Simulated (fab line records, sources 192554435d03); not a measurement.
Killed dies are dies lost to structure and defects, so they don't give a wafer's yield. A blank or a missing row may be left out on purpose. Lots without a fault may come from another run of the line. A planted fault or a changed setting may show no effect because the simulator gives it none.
Chamber matching | flow n5_finfet | N5_BEOL_M10_CMP_52 on cmp-03: 4 sister chambers
The step polishes, stops on SiCOH lowk, t overpolish 7 s, target thk 140 nm. 8 wafers are shown with their chamber, then 8 later ones without.

WAFERS WITH THEIR CHAMBER
wafer  | chamber | motor_current_A (A) | time_to_endpoint_s (s)
L087.2 | 0       | 5.6                 | 77
L087.3 | 1       | 5.8                 | 77
L089.4 | 2       | 7.0                 | 64
L089.6 | 0       | 5.4                 | 75
L091.1 | 1       | 5.5                 | 78
L091.2 | 2       | 7.4                 | 65
L091.4 | 3       | 5.6                 | 65
L095.1 | 3       | 5.7                 | 67

WAFERS WITHOUT THEIR CHAMBER
wafer  | motor_current_A (A) | time_to_endpoint_s (s)
L095.2 | 5.6                 | 74
L095.4 | 5.5                 | 77
L094.2 | 5.4                 | 77
L094.3 | 5.7                 | 79
L094.5 | 7.4                 | 63
L097.2 | 5.4                 | 77
L097.4 | 6.0                 | 67
L097.5 | 7.0                 | 62

WHICH CHAMBER EACH WENT THROUGH
wafer  | from the rows above     | in truth
L095.2 | can't be placed: 0 or 1 | 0
L095.4 | can't be placed: 0 or 1 | 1
L094.2 | can't be placed: 0 or 1 | 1
L094.3 | can't be placed: 1 or 0 | 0
L094.5 | 2                       | 2
L097.2 | can't be placed: 0 or 1 | 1
L097.4 | 3                       | 3
L097.5 | 2                       | 2
Placed correctly: 3 of 8. Can't be placed from these rows: 5 (the true chamber is among the candidates in 5). Placed wrongly: 0.
How it was worked out, from the rows above alone: a wafer's distance from a chamber is the root of the sum, over the readings, of the square of ((its reading less the chamber's mean) divided by the reading's scatter). The wafer belongs to the nearest chamber; if the next one is less than 2 further off, it can't be placed. A chamber's mean is the mean of its shown wafers. The scatter: the root of (the sum of the squares of (reading less its chamber's mean) over the shown wafers, divided by (wafers less chambers)).
